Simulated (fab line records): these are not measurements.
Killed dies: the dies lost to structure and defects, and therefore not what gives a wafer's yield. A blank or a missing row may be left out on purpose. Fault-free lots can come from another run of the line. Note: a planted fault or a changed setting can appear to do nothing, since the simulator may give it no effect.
Lot-split experiment -- flow n5-finfet -- 39 wafers read across 7 lots, on a route 1938 steps long

## THE SPLIT
At N5_FIN_SAQP_HM_DEP_72 (deposits SiO2 from SiH4/N2O, target thk 12 nm, time 7.2 s), the setting target-thk-a was moved away from the recipe's 120 angstrom on 18 of the 39 wafers read, by -53.4% to +37.4%. All remaining wafers had this setting at the recipe value.

## FROM THE SPLIT TO THE READING: what the file shows between them, 4 steps
- N5_FIN_SAQP_COAT_49: time 60 s, resist thk 100 nm
- N5_FIN_SAQP_COAT_50: time 60 s, resist thk 35 nm
- N5_FIN_SAQP_ETCH_52: etches SOC in N2/H2, target depth 100 nm, overetch 20 nm, time 150 s
- N5_FIN_SAQP_STRIP_53: strips in N2/H2

## THE READING
etch.depth-nm (the simulator's own value, which no gauge read), in nm, at N5_FIN_SAQP_HM_OPEN_73 (chemistry CHF3/O2, target SiO2, stops on a-Si, target depth 12 nm, time 16.8 s). There is no usual value for it anywhere in the file. Here, 21 wafers ran the recipe; their average is 12.059 nm with a standard deviation of 0.12 nm.

wafer,"tool, chamber at the split","target-thk-a as run, angstrom",against the recipe,"etch.depth-nm, nm",against lot-mates on the recipe
L074.1,"pecvd-01, 2",85.3,-28.9%,8.185,-3.795
L074.2,"pecvd-01, 0",85.3,-28.9%,8.515,-3.465
L074.3,"pecvd-01, 1",120,recipe,12.01,-
L074.4,"pecvd-01, 2",120,recipe,11.99,-
L074.5,"pecvd-01, 0",120,recipe,11.94,-
L074.6,"pecvd-01, 1",85.3,-28.9%,8.562,-3.418
L077.1,"pecvd-04, 1",120,recipe,11.83,-
L077.2,"pecvd-04, 0",76.72,-36.1%,7.477,-4.503
L077.3,"pecvd-04, 0",120,recipe,12.02,-
L077.4,"pecvd-04, 1",120,recipe,12.09,-
L077.5,"pecvd-04, 1",76.72,-36.1%,7.705,-4.275
L077.6,"pecvd-04, 0",76.72,-36.1%,7.602,-4.378
L081.1,"pecvd-01, 2",120,recipe,12.06,-
L081.2,"pecvd-01, 1",140.2,+16.8%,13.75,+1.700
L081.3,"pecvd-01, 0",120,recipe,12.01,-
L081.4,"pecvd-01, 0",120,recipe,12.08,-
L081.5,"pecvd-01, 1",140.2,+16.8%,14.21,+2.160
L081.6,"pecvd-01, 2",140.2,+16.8%,13.97,+1.920
L082.1,"pecvd-02, 2",120,recipe,11.88,-
L082.2,"pecvd-02, 0",55.98,-53.4%,5.602,-6.445
L082.3,"pecvd-02, 1",55.98,-53.4%,5.459,-6.588
L082.4,"pecvd-02, 1",55.98,-53.4%,5.914,-6.133
L082.5,"pecvd-02, 0",120,recipe,12.23,-
L082.6,"pecvd-02, 2",120,recipe,12.03,-
L084.2,"pecvd-02, 0",120,recipe,12.03,-
L084.3,"pecvd-02, 0",120,recipe,12.11,-
L084.5,"pecvd-02, 1",120,recipe,12.3,-
L085.1,"pecvd-04, 2",120,recipe,12,-
L085.2,"pecvd-04, 1",120,recipe,12.07,-
L085.3,"pecvd-04, 0",164.9,+37.4%,16.44,+4.307
L085.4,"pecvd-04, 0",164.9,+37.4%,16.72,+4.587
L085.5,"pecvd-04, 2",120,recipe,12.33,-
L085.6,"pecvd-04, 1",164.9,+37.4%,16.66,+4.527
L087.1,"pecvd-04, 1",120,recipe,11.96,-
L087.2,"pecvd-04, 0",120,recipe,12.07,-
L087.3,"pecvd-04, 2",79.65,-33.6%,7.909,-4.168
L087.4,"pecvd-04, 1",79.65,-33.6%,8.121,-3.956
L087.5,"pecvd-04, 0",79.65,-33.6%,8.184,-3.893
L087.6,"pecvd-04, 2",120,recipe,12.2,-

FIT RESULTS
A straight line over all 39 wafers: etch.depth-nm changes by +0.121 nm for each +1% of target-thk-a; r = +1.00; the points scatter about the line by 0.15 nm.
The same after taking each lot's own level away (the mean of its wafers on the recipe; 39 wafers): +0.12 nm for each +1%; r = +1.00; scatter 0.14 nm.
According to that fit, moving target-thk-a by its largest amount changes the reading by 6.4 nm.
Measured against the standard deviation above, the lots' own levels, which go from 11.9800 to 12.1467 nm, span 1.4 times it.
Hence the lot-to-lot level has little effect on the slope; both slopes agree.
Check: with one of the wafers moved furthest among these (-53.4%) left out of the fit, the line predicts -6.41 nm for it against its lot-mates. Against them it came out at -6.44 nm.

## THE WHOLE CHAIN: every reading that the file lists as answering this split, in the file's order
step,what it does,reading,change (the file's fit),r (the file's)
N5_FIN_SAQP_HM_DEP_72,"deposits SiO2 from SiH4/N2O, target thk 12 nm, time 7.2 s","SiO2_of_FIN_SAQP_HM_DEP_72.thk-nm (the simulator's own value, which no gauge read)",+0.12 nm for each +1% of the setting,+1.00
N5_FIN_SAQP_HM_OPEN_73,"chemistry CHF3/O2, target SiO2, stops on a-Si, target depth 12 nm, time 16.8 s","etch.depth-nm (the simulator's own value, which no gauge read)",+0.12 nm for each +1% of the setting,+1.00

## FILE'S OWN FIT
etch.depth-nm changes by +0.12 nm for each +1% of target-thk-a, r = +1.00.
